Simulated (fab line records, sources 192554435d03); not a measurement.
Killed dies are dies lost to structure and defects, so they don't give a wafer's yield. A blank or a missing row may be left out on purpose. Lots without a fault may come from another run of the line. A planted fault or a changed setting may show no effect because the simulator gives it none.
Which tool did it? | flow n5_finfet | 11 lots, 30 wafers sampled, at 5 steps of a route of 1938

WHAT THE GAUGES READ, wafer by wafer
N5_BEOL_M4_RC_MEAS_101.
lot  | measured     | on        | DIBL_N (mV/V)
L696 | day 8 08:42  | prober-02 | 33.6 35.6 36.6
L697 | day 8 09:32  | prober-01 | 37.8 35.9 36.7
L698 | day 9 00:53  | prober-02 | 34.6 36.3 35.7
L699 | day 9 02:39  | prober-01 | 34.6 37.2 35.8
L707 | day 11 08:40 | prober-01 | 36.7 34.2 36.9
L710 | day 12 02:38 | prober-01 | 32.5 35.7
L712 | day 12 10:04 | prober-01 | 35.3 37.3
L713 | day 12 12:51 | prober-01 | 36.9 36.9 36.4
L714 | day 12 17:18 | prober-01 | 37.1 36.9 38.5
L715 | day 13 12:38 | prober-02 | 35.6 34.5
L716 | day 13 18:02 | prober-02 | 37.1 37.5 37.6

WHICH TOOL RAN EACH LOT (tool, then ch and the chambers of the sampled wafers, then the start)
lot  | N5_BEOL_M2_SURFACE_TREAT_85  | N5_BEOL_M2_ANNEAL_95         | N5_BEOL_M2_ANNEAL_51             | N5_BEOL_M2_CO_CAP_55
L696 | pvd_sputter-02, day 7 08:07  | pvd_sputter-02, day 7 09:59  | rtp_anneal-02 ch 0, day 7 10:19  | cvd_co-01 ch 1,2, day 7 10:59
L697 | pvd_sputter-01, day 7 09:22  | pvd_sputter-01, day 7 11:22  | rtp_anneal-02 ch 0, day 7 11:44  | cvd_co-01 ch 0,2, day 7 12:22
L698 | pvd_sputter-02, day 8 00:45  | pvd_sputter-01, day 8 02:45  | rtp_anneal-02 ch 0, day 8 03:05  | cvd_co-02 ch 1,2, day 8 03:49
L699 | pvd_sputter-03, day 8 03:32  | pvd_sputter-03, day 8 05:41  | rtp_anneal-02 ch 0, day 8 06:19  | cvd_co-01 ch 0,1,2, day 8 06:57
L707 | pvd_sputter-01, day 10 03:20 | pvd_sputter-01, day 10 05:16 | rtp_anneal-02 ch 0, day 10 05:42 | cvd_co-02 ch 1,2, day 10 06:17
L710 | pvd_sputter-01, day 10 23:19 | pvd_sputter-03, day 11 01:26 | rtp_anneal-01 ch 0, day 11 01:58 | cvd_co-01 ch 1, day 11 02:32
L712 | pvd_sputter-02, day 11 08:34 | pvd_sputter-02, day 11 10:28 | rtp_anneal-01 ch 0, day 11 10:49 | cvd_co-01 ch 0,1, day 11 11:28
L713 | pvd_sputter-02, day 11 11:49 | pvd_sputter-02, day 11 13:40 | rtp_anneal-01 ch 0, day 11 14:02 | cvd_co-01 ch 0,1,2, day 11 14:40
L714 | pvd_sputter-03, day 11 12:07 | pvd_sputter-03, day 11 15:42 | rtp_anneal-01 ch 0, day 11 16:05 | cvd_co-01 ch 0,1,2, day 11 16:46
L715 | pvd_sputter-03, day 12 02:08 | pvd_sputter-02, day 12 03:58 | rtp_anneal-02 ch 0, day 12 04:19 | cvd_co-02 ch 2, day 12 04:58
L716 | pvd_sputter-02, day 12 06:07 | pvd_sputter-02, day 12 08:05 | rtp_anneal-02 ch 0, day 12 08:26 | cvd_co-02 ch 0,1,2, day 12 09:09
- N5_BEOL_M2_SURFACE_TREAT_85
- N5_BEOL_M2_ANNEAL_95: time 240 s.
- N5_BEOL_M2_ANNEAL_51: time 90 s.
- N5_BEOL_M2_CO_CAP_55: material Co, precursor CCTBA/H2, target thk 2 nm, time 102.1 s.

THE ANSWER, worked out from the rows above alone
Rule: what is usual is taken from the lots themselves. Put in order of their means at a reading, lots are off if they are a third of the lots or fewer, leave a main group of 4 or more, and stand apart from it by a gap of 3 or more times the standard deviation of the main group's means; of several such gaps the widest counts. A main group whose means are all the same, to the digits that the tables above print for the reading, isn't used. A lot without any number at a reading at which 4 lots or more have one is off too. The other lots that the step has rows for count as sound.
No lot is off at any reading shown: from this, nothing can be told.

WHAT THE SIMULATOR HAD PUT IN
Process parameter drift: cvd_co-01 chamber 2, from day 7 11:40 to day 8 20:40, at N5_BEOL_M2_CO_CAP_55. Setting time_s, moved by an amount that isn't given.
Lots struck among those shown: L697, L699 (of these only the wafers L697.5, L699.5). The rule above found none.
